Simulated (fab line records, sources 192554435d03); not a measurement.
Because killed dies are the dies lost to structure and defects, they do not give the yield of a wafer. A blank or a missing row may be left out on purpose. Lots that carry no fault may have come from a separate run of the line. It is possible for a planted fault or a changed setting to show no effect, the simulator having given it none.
Chamber matching	flow n5 finfet	N5_SPACER0_ALD_00 on ald sin-01 has 4 sister chambers
The step deposits SiOCN, target thk 3.5 nm, pulse time 3 s, purge time 2 s. 4 wafers are shown with their chamber, then 9 later ones without.

## WAFERS, EACH WITH ITS CHAMBER
wafer	chamber	heater power w (W)
L089.4	3	974
L090.1	1	759
L090.3	0	879
L090.5	2	854

## WAFERS WITH NO CHAMBER GIVEN
wafer	heater power w (W)
L092.2	768
L092.3	886
L092.6	984
L093.2	901
L093.3	945
L093.5	948
L096.1	909
L096.2	862
L096.5	778

## WHICH CHAMBER EACH WENT THROUGH
wafer	from the rows above	in truth
L092.2	1	1
L092.3	can't be placed: 0 or 2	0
L092.6	3	3
L093.2	can't be placed: 0 or 2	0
L093.3	can't be placed: 3 or 0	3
L093.5	3	3
L096.1	can't be placed: 0 or 2 or 3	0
L096.2	can't be placed: 2 or 0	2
L096.5	1	1
Correctly placed: 4 of 9. Can't be placed from these rows: 5 (the true chamber is among the candidates in 5). Number placed wrongly: 0.
How it was worked out, from the rows above alone: a wafer's distance from a chamber is the root of the sum, over the readings, of the square of ((its reading less the chamber's mean) divided by the reading's scatter). If the next closest chamber is less than 2 further off than the closest, the wafer can't be placed; otherwise it belongs to the closest. A chamber's mean is the mean of its shown wafers. The scatter (one wafer shown for each chamber): square how far every hidden wafer sits from the nearest shown wafer, average those squares and take the square root.
